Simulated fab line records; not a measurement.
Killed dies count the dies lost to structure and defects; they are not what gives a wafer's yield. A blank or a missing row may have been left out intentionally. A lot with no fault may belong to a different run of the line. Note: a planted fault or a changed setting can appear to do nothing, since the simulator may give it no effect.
fab line records    flow nandHarc
record: lots: 11  wafers: 33  lastDay: 32
route steps=1302 shown P_BONDPAD@353 A_START@389 END@1302
lots with no fault: from the same line, run without faults
startH: start of the lot's first displayed wafer, in hours after the record's first day    waitH: hours since the lot's step before    " identical to the entry in the row above    L1.1+2: several wafers, shown together as one row    - no value, or no start given    * or withheld: withheld    < > ~ a bound
route shown NAME@n: a module of which the file shows steps, and the number in the route of the first    usual: the fault-free wafers' mean and standard deviation    same: alike in all rows    chamber/n: place in a boat    sites: the reading at each site    _std_site: the values' standard deviation    _edge_site: inner sites' mean taken away from outer sites' mean    radiusMm: for every site, how far away it sits from the centre of the wafer    mask NAME#n: copy n    behind: the most recent tool/chamber to have shaped the wafer    hold: what put the lot on hold/how long, in hours/how the hold closed    device: transistor that didn't switch, given as n, p or np    end of line: tests run on the same wafers once the route is complete    for a step that has no rows: nothing shown but its recipe    killed: count of dies lost to structure and defects at first sort (not the wafer's yield)    map: shows each die of a wafer: x if killed, . if not, _ if none is there
set.NAME: the setting as run; set.NAME@STEP: as run at that earlier step    model.NAME: the simulator's own value behind a step, which no gauge read
a sample of lots followed through the steps of the route, with each step as a table and each wafer as a row
services: from which hour (startH, from the record's first day; less than 0 if before it) a tool's chamber was out of use, for how many hours, and why
== steps ==
step: NHARC_P_BONDPAD_THK_MEAS_33
recipe: thkMeasGauge: ellipsometry
usual: thkNm: 199.7/1.7
lot.wafer  tool          chamber  startH  waitH  thkNm
L972.1     filmMetro-02  -        145.20  0.2    200.5
L972.2     "             -        "       "      199.5
L972.5     "             -        "       "      198.4
L974.1     filmMetro-02  -        176.95  0.2    199.7
L974.2     "             -        "       "      197.8
L974.5     "             -        "       "      199.4
L978.2     filmMetro-01  -        202.58  0.2    198.8
L978.3     "             -        "       "      198.1
L978.6     "             -        "       "      203.8
L979.1     filmMetro-02  -        218.35  0.2    199.9
L979.2     "             -        "       "      200.0
L979.6     "             -        "       "      197.7
L982.2     filmMetro-01  -        249.10  0.2    198.5
L982.4     "             -        "       "      199.4
L982.6     "             -        "       "      198.0
L984.1     filmMetro-01  -        275.96  0.2    199.6
L984.3     "             -        "       "      197.7
L984.4     "             -        "       "      202.3
L985.1     filmMetro-02  -        277.01  0.2    199.6
L985.3     "             -        "       "      201.7
L985.4     "             -        "       "      200.0
L987.1     filmMetro-02  -        296.74  0.2    200.4
L987.3     "             -        "       "      199.2
L987.4     "             -        "       "      199.8
L988.3     filmMetro-01  -        306.83  0.2    198.2
L988.5     "             -        "       "      198.5
L988.6     "             -        "       "      200.7
L989.1     filmMetro-02  -        327.82  0.2    199.9
L989.2     "             -        "       "      201.5
L989.5     "             -        "       "      200.8
L990.1     filmMetro-02  -        332.14  0.2    200.8
L990.4     "             -        "       "      197.5
L990.6     "             -        "       "      199.9
step: NHARC_P_BONDPAD_STRIP_15
recipe: o2FlowSccm: 500  arFlowSccm: 0  biasW: 0  chemistry: O2
usual: drypumpMotorCurrentA: 5.9/0.44  mfcArSccm: 0.008/0.0098  oesProductAu: 0.997/0.015  rfVppV: 57.8/0.93  showerheadPlenumPTorr: 3.55/0.15  throttleValvePct: 17.036/0.0092
lot.wafer  tool        chamber  startH  waitH  drypumpMotorCurrentA  mfcArSccm  oesProductAu  rfHoursCounterH  rfVppV  showerheadPlenumPTorr  throttleValvePct
L972.2     rieDiel-08  3        146.37  0.1    5.9                   0.009      1.025         6.9              60.3    3.71                   17.032
L972.1     "           2        "       "      6.0                   0          0.982         6.7              57.5    3.54                   17.025
L972.5     "           0        "       "      5.5                   0          1.000         -                57.3    3.53                   17.026
L974.1     rieDiel-05  3        177.99  0.1    6.4                   0          1.010         6.4              56.8    3.43                   17.035
L974.2     "           1        "       "      5.2                   0.027      0.996         6.9              60.0    3.70                   17.038
L974.5     "           0        "       "      6.6                   0          1.007         -                56.4    3.39                   17.031
L978.3     rieDiel-11  0        203.77  0.1    5.4                   0.012      1.002         3.4              58.0    3.77                   17.025
L978.2     "           2        "       "      5.9                   0.003      0.977         2.8              56.8    3.31                   17.045
L978.6     "           0        "       "      5.4                   0.012      1.000         -                57.4    3.77                   17.041
L979.2     rieDiel-08  0        219.43  0.1    5.5                   0          1.025         0.9              57.1    3.53                   17.041
L979.1     "           1        "       "      5.3                   0          1.005         0.8              57.6    3.39                   17.051
L979.6     "           1        "       "      5.3                   0          1.010         -                57.9    3.39                   17.026
L982.2     rieDiel-11  2        250.28  0.1    5.9                   0.003      0.996         4.1              57.0    3.31                   17.048
L982.6     "           1        "       "      6.0                   0.002      1.010         -                57.6    3.51                   17.049
L982.4     "           2        "       "      5.9                   0.003      0.992         -                56.6    3.31                   17.041
L984.1     rieDiel-05  1        277.18  0.1    5.2                   0.027      0.967         1.1              57.9    3.69                   17.029
L984.4     "           2        "       "      5.7                   0.008      0.993         1.1              57.6    3.64                   17.029
L984.3     "           3        "       "      6.4                   0          1.006         1.4              58.0    3.42                   17.060
L985.1     rieDiel-05  0        278.24  0.1    6.5                   0          0.994         1.5              55.9    3.39                   17.024
L985.4     "           1        "       "      5.2                   0.027      0.978         1.2              59.6    3.69                   17.022
L985.3     "           2        "       "      5.8                   0.008      0.986         1.1              57.5    3.64                   17.029
L987.3     rieDiel-05  0        297.95  0.1    6.5                   0          0.995         2.9              57.1    3.39                   17.026
L987.1     "           1        "       "      5.2                   0.027      0.987         2.7              57.5    3.69                   17.038
L987.4     "           3        "       "      6.4                   0          1.008         3.1              56.5    3.42                   17.040
L988.3     rieDiel-11  0        308.04  0.1    5.4                   0.012      0.997         1.2              57.5    3.77                   17.033
L988.5     "           2        "       "      5.9                   0.003      0.986         -                58.7    3.31                   17.055
L988.6     "           3        "       "      6.3                   0.024      0.993         -                57.9    3.77                   17.034
L989.1     rieDiel-05  0        329.03  0.1    6.6                   0          0.981         4.5              55.9    3.39                   17.042
L989.2     "           3        "       "      6.4                   0          0.987         4.2              56.4    3.42                   17.043
L989.5     "           0        "       "      6.6                   0          0.986         -                57.5    3.39                   17.036
L990.1     rieDiel-08  3        333.39  0.1    5.8                   0.009      1.030         4.7              57.6    3.70                   17.051
L990.4     "           0        "       "      5.5                   0          1.007         5.4              57.8    3.52                   17.020
L990.6     "           1        "       "      5.3                   0          0.996         -                57.6    3.38                   17.039
step: NHARC_P_BONDPAD_CMP_19
recipe: tOverpolishS: 30  cuRecessTouchS: 16  targetThkNm: 160.81
usual: cuRecessTouchS: 16/0  edgeZonePressureFrac: 1.000/0.0044  motorCurrentA: 11.7/0.55  overpolishRunS: 29.999/0.0091
lot.wafer  tool    chamber  startH  waitH  cuRecessTouchS  edgeZonePressureFrac  motorCurrentA  overpolishRunS
L972.1     cmp-02  2        148.04  -      16              1.003                 10.9           30.001
L972.2     "       1        "       "      16              0.996                 12.5           30.006
L972.5     "       2        "       "      16              1.004                 10.6           29.991
L974.2     cmp-02  0        179.63  -      16              0.997                 12.0           30.006
L974.1     "       2        "       "      16              0.997                 10.8           29.988
L974.5     "       0        "       "      16              1.002                 11.5           29.996
L978.3     cmp-03  2        205.42  -      16              0.997                 11.4           29.990
L978.2     "       0        "       "      16              1.000                 12.1           30.009
L978.6     "       1        "       "      16              1.009                 11.4           29.998
L979.2     cmp-01  1        221.13  -      16              0.998                 12.6           30.016
L979.1     "       2        "       "      16              1.006                 11.5           29.974
L979.6     "       0        "       "      16              1.001                 11.4           29.993
L982.2     cmp-02  3        252.53  -      16              1.005                 11.9           29.976
L982.4     "       0        "       "      16              0.999                 11.7           30.000
L982.6     "       3        "       "      16              1.004                 11.6           29.990
L984.3     cmp-01  0        278.80  -      16              0.997                 11.2           30.007
L984.1     "       1        "       "      16              0.996                 12.3           30.004
L984.4     "       3        "       "      16              1.001                 11.6           29.989
L985.3     cmp-03  1        280.05  -      16              0.993                 11.5           29.985
L985.1     "       2        "       "      16              0.992                 11.2           29.992
L985.4     "       3        "       "      16              0.997                 11.9           29.987
L987.1     cmp-02  3        299.59  -      -               -                     -              -
L987.3     "       0        "       "      -               -                     -              -
L987.4     "       1        "       "      -               -                     -              -
L988.3     cmp-01  1        309.70  -      -               -                     -              -
L988.6     "       0        "       "      -               -                     -              -
L988.5     "       1        "       "      -               -                     -              -
L989.2     cmp-01  0        330.69  -      -               -                     -              -
L989.1     "       1        "       "      -               -                     -              -
L989.5     "       0        "       "      -               -                     -              -
L990.4     cmp-03  1        335.04  -      16              1.006                 10.9           29.996
L990.1     "       2        "       "      16              0.996                 11.0           30.013
L990.6     "       3        "       "      16              0.996                 11.8           29.989
step: NHARC_P_BONDPAD_THK_MEAS_20
recipe: thkMeasGauge: xrf
usual: thkNm: 160.7/1.7
lot.wafer  tool          chamber  startH  waitH  thkNm
L972.1     filmMetro-01  -        148.37  -      160.8
L972.2     "             -        "       "      157.8
L972.5     "             -        "       "      161.1
L974.1     filmMetro-01  -        179.95  -      161.0
L974.2     "             -        "       "      165.0
L974.5     "             -        "       "      162.5
L978.2     filmMetro-01  -        205.71  -      161.5
L978.3     "             -        "       "      158.4
L978.6     "             -        "       "      161.3
L979.1     filmMetro-01  -        221.39  -      158.3
L979.2     "             -        "       "      162.6
L979.6     "             -        "       "      156.6
L982.2     filmMetro-01  -        252.85  -      161.2
L982.4     "             -        "       "      160.6
L982.6     "             -        "       "      160.8
L984.1     filmMetro-02  -        279.12  -      161.2
L984.3     "             -        "       "      160.3
L984.4     "             -        "       "      161.1
L985.1     filmMetro-01  -        280.38  -      162.4
L985.3     "             -        "       "      160.7
L985.4     "             -        "       "      160.1
L987.1     filmMetro-02  -        299.92  0.3    399.6
L987.3     "             -        "       "      403.1
L987.4     "             -        "       "      399.5
L988.3     filmMetro-01  -        309.99  0.3    397.0
L988.5     "             -        "       "      399.0
L988.6     "             -        "       "      401.1
L989.1     filmMetro-01  -        330.98  0.2    397.4
L989.2     "             -        "       "      400.6
L989.5     "             -        "       "      399.8
L990.1     filmMetro-02  -        335.31  -      160.5
L990.4     "             -        "       "      158.7
L990.6     "             -        "       "      157.4
step: NHARC_P_BONDPAD_INSPECT_23
usual: rawDefectCount: 329/110
lot.wafer  tool              chamber  startH  waitH  rawDefectCount
L972.1     defectInspect-02  -        148.57  0.0    230
L972.2     "                 -        "       "      273
L972.5     "                 -        "       "      252
L974.1     defectInspect-02  -        180.15  0.0    292
L974.2     "                 -        "       "      249
L974.5     "                 -        "       "      205
L978.2     defectInspect-02  -        205.91  0.0    298
L978.3     "                 -        "       "      351
L978.6     "                 -        "       "      371
L979.1     defectInspect-01  -        221.61  0.0    507
L979.2     "                 -        "       "      305
L979.6     "                 -        "       "      319
L982.2     defectInspect-01  -        253.08  0.0    450
L982.4     "                 -        "       "      233
L982.6     "                 -        "       "      364
L984.1     defectInspect-02  -        279.35  0.0    332
L984.3     "                 -        "       "      219
L984.4     "                 -        "       "      311
L985.1     defectInspect-02  -        280.58  0.0    486
L985.3     "                 -        "       "      645
L985.4     "                 -        "       "      400
L987.1     defectInspect-01  -        300.12  0.0    5987
L987.3     "                 -        "       "      5970
L987.4     "                 -        "       "      5910
L988.3     defectInspect-02  -        310.22  0.0    6228
L988.5     "                 -        "       "      5920
L988.6     "                 -        "       "      5966
L989.1     defectInspect-02  -        331.21  0.0    6150
L989.2     "                 -        "       "      6019
L989.5     "                 -        "       "      6122
L990.1     defectInspect-01  -        335.53  0.0    387
L990.4     "                 -        "       "      327
L990.6     "                 -        "       "      320
step: NHARC_A_START_INSPECT_01
usual: rawDefectCount: 3.3/1.7
lot.wafer  tool              chamber  startH  waitH  rawDefectCount
L972.1     defectInspect-02  -        149.03  -      3
L972.2     "                 -        "       "      3
L972.5     "                 -        "       "      3
L974.1     defectInspect-01  -        180.62  -      7
L974.2     "                 -        "       "      4
L974.5     "                 -        "       "      1
L978.2     defectInspect-02  -        206.38  -      4
L978.3     "                 -        "       "      5
L978.6     "                 -        "       "      4
L979.1     defectInspect-02  -        222.11  -      4
L979.2     "                 -        "       "      4
L979.6     "                 -        "       "      3
L982.2     defectInspect-01  -        253.57  -      4
L982.4     "                 -        "       "      0
L982.6     "                 -        "       "      2
L984.1     defectInspect-02  -        279.81  -      5
L984.3     "                 -        "       "      2
L984.4     "                 -        "       "      4
L985.1     defectInspect-01  -        281.05  -      7
L985.3     "                 -        "       "      5
L985.4     "                 -        "       "      5
L990.1     defectInspect-02  -        336.00  -      1
L990.4     "                 -        "       "      6
L990.6     "                 -        "       "      4
step: NHARC_END_SORT_01
recipe: tempC: 25
usual: defectLimitedYield: 92.3/2.7  killedAtArray: 47/18  killedAtOther: 0.9/1.1  killedAtPeriphery: 4/3.1  killedDies: 52/18  killedOpen: 3.1/1.5  killedShort: 2.4/1.5  sort_bin_2_pct: 2.7/1.2  sort_bin_3_pct: 0.6/0.38  sort_bin_4_pct: 4.5/1.5  sortNPass: 625/18  sortRimYieldPct: 89/4.5  sortYieldPct: 92.3/2.7
same: grossDies: 677  sort_bin_5_pct[%]: 0  sort_bin_6_pct[%]: 0  sort_bin_7_pct[%]: 0  sort_bin_8_pct[%]: 0  sortRimNGross: 106.00
lot.wafer  tool       chamber  startH  waitH  defectLimitedYield[%]  killedAtArray  killedAtOther  killedAtPeriphery  killedDies  killedOpen  killedShort  sort_bin_2_pct[%]  sort_bin_3_pct[%]  sort_bin_4_pct[%]  sortNPass  sortRimYieldPct[%]  sortYieldPct[%]
L987.1     prober-01  0        714.05  2.5    0                      47             0              630                677         4           3            1.9                93.2               4.9                0          0                   0
L987.3     prober-01  0        715.68  3.1    0                      30             2              645                677         1           2            1.8                95.6               2.7                0          0                   0
L987.4     prober-01  0        716.49  3.4    0                      48             1              628                677         3           2            2.7                93.4               4.0                0          0                   0
L988.3     prober-02  0        721.01  3.1    0                      48             0              629                677         2           2            2.4                93.5               4.1                0          0                   0
L988.5     prober-02  0        722.62  3.7    0                      51             2              624                677         3           1            3.4                92.9               3.7                0          0                   0
L988.6     prober-02  0        723.42  4.0    0                      71             0              606                677         2           3            3.5                90.0               6.5                0          0                   0
L989.1     prober-01  0        763.86  2.5    0                      65             0              612                677         3           1            4.1                91.1               4.7                0          0                   0
L989.2     prober-01  0        764.67  2.8    0                      64             1              612                677         2           3            3.2                91.4               5.3                0          0                   0
L989.5     prober-01  0        767.08  3.7    0                      56             2              619                677         2           4            4.1                91.6               4.3                0          0                   0
killed by level:class
L987.1 P_BONDPAD:areaCmp=629 A_CHANNEL_HOLE_D2:chamberFilmFlake=21 A_CHANNEL_HOLE_D1:chamberFilmFlake=9 A_SLIT:chamberFilmFlake=5 A_STAIRCASE:chamberFilmFlake=3 A_CHANNEL_FILL_D2:chamberFilmFlake=2 P_GATE:geometricParticle:open=1 A_ONON_D1:geometricParticle:open=1
L987.3 P_BONDPAD:areaCmp=643 A_CHANNEL_HOLE_D2:chamberFilmFlake=14 A_STAIRCASE:chamberFilmFlake=5 A_CHANNEL_HOLE_D1:chamberFilmFlake=4 A_CHANNEL_FILL_D2:chamberFilmFlake=2 THIN_TSV:chamberFilmFlake=2 A_CONTACT:chamberFilmFlake=2 P_CONTACT:geometricParticle:short=1
L987.4 P_BONDPAD:areaCmp=627 A_CHANNEL_HOLE_D2:chamberFilmFlake=19 A_SLIT:chamberFilmFlake=7 A_CHANNEL_HOLE_D1:chamberFilmFlake=6 A_STAIRCASE:chamberFilmFlake=6 A_CHANNEL_FILL_D2:chamberFilmFlake=3 A_CONTACT:chamberFilmFlake=3 P_CONTACT:geometricParticle:open=1
L988.3 P_BONDPAD:areaCmp=629 A_SLIT:chamberFilmFlake=20 A_CHANNEL_HOLE_D1:chamberFilmFlake=14 A_CONTACT:chamberFilmFlake=6 A_STAIRCASE:chamberFilmFlake=3 A_CHANNEL_FILL_D1:geometricParticle:open=2 A_ONON_D1:geometricParticle:short=1 A_WL_FILL:geometricParticle:short=1
L988.5 P_BONDPAD:areaCmp=623 A_SLIT:chamberFilmFlake=25 A_CHANNEL_HOLE_D1:chamberFilmFlake=17 A_DECK1_JOINT:chamberFilmFlake=2 A_WL_FILL:chamberFilmFlake=2 A_CONTACT:chamberFilmFlake=2 A_CONTACT:geometricParticle:open=1 A_BLC:geometricParticle:open=1
L988.6 P_BONDPAD:areaCmp=604 A_CHANNEL_HOLE_D1:chamberFilmFlake=34 A_SLIT:chamberFilmFlake=22 A_STAIRCASE:chamberFilmFlake=3 A_CONTACT:chamberFilmFlake=3 A_WL_FILL:chamberFilmFlake=2 A_SOURCE_PLATE:geometricParticle:short=1 A_ONON_D1:geometricParticle:short=1
L989.1 P_BONDPAD:areaCmp=611 A_SLIT:chamberFilmFlake=23 A_CHANNEL_HOLE_D2:chamberFilmFlake=20 A_CONTACT:chamberFilmFlake=11 A_CHANNEL_HOLE_D1:chamberFilmFlake=3 P_M0:geometricParticle:open=1 A_DECK1_JOINT:geometricParticle:open=1 A_CHANNEL_FILL_D2:geometricParticle:open=1
L989.2 P_BONDPAD:areaCmp=611 A_SLIT:chamberFilmFlake=21 A_CHANNEL_HOLE_D2:chamberFilmFlake=17 A_CHANNEL_HOLE_D1:chamberFilmFlake=8 A_CONTACT:chamberFilmFlake=8 A_M0:geometricParticle:short=2 A_CHANNEL_FILL_D1:chamberFilmFlake=2 A_STAIRCASE:chamberFilmFlake=2
L989.5 P_BONDPAD:areaCmp=616 A_CHANNEL_HOLE_D2:chamberFilmFlake=17 A_SLIT:chamberFilmFlake=12 A_CHANNEL_HOLE_D1:chamberFilmFlake=11 A_CONTACT:chamberFilmFlake=4 A_WL_FILL:geometricParticle:short=2 A_STAIRCASE:chamberFilmFlake=2 A_SGD_CUT:chamberFilmFlake=2
== services ==
tool        chamber  startH  hours  kind
cmp-02      -        136.05  4.0    pm
rieDiel-11  3        154.31  3.9    repair
rieDiel-05  -        161.51  0.4    repair
cmp-03      -        162.00  4.0    pm
rieDiel-11  -        184.03  0.4    repair
cmp-01      -        185.66  4.0    pm
rieDiel-08  -        190.80  9.0    pm
rieDiel-11  1        195.19  2.9    repair
rieDiel-11  3        216.18  19.4   repair
rieDiel-05  -        229.60  9.0    pm
cmp-02      -        234.05  4.0    pm
cmp-01      -        235.56  0.8    repair
rieDiel-11  3        246.59  3.3    repair
rieDiel-11  0        250.05  1.8    repair
rieDiel-11  2        250.64  8.3    repair
rieDiel-11  -        255.50  9.0    pm
cmp-03      -        260.00  4.0    pm
cmp-02      -        262.00  1.5    repair
cmp-03      -        264.35  1.9    repair
rieDiel-11  -        275.27  0.2    repair
cmp-01      -        283.66  4.0    pm
cmp-02      -        287.80  0.8    repair
cmp-02      -        332.05  4.0    pm
cmp-01      -        333.58  2.4    repair
== key ==
firstSign: step: NHARC_P_BONDPAD_CMP_19  reading: toolRecord  direction: missing
effect: step: NHARC_P_BONDPAD_THK_MEAS_20  reading: thkNm  direction: up  sigmas: 99+  usual: 160.7  struck: 399.7
effect: step: NHARC_P_BONDPAD_INSPECT_23  reading: rawDefectCount  direction: up  sigmas: 54  usual: 329  struck: 6030
effect: step: NHARC_END_SORT_01  reading: sort_bin_3_pct  direction: up  sigmas: 99+  usual: 0.6  struck: 92.5
moreKillsBornAt: NHARC_P_BONDPAD_CMP_19@cmp-01: 3694  NHARC_P_BONDPAD_CMP_19@cmp-02: 1899
metAt NHARC_P_BONDPAD_CMP_19
struckLots L987,L988,L989
laterRowsLeftOut L987.1,L987.3,L987.4,L988.3,L988.5,L988.6,L989.1,L989.2,L989.5
notActingAt NHARC_P_BONDPAD_THK_MEAS_33,NHARC_P_BONDPAD_STRIP_15,NHARC_A_START_INSPECT_01
onsetBetween 278.80 299.59
fault: kind: skippedStepWhole  tool: cmp-01,cmp-02  chamber: -  onsetH: 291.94  steps: NHARC_P_BONDPAD_CMP_19  scope: struckLotsOnly
laterRowsLeftOut: the simulator's readings of these wafers behind a module that went badly wrong aren't trusted and aren't shown, but for the sort
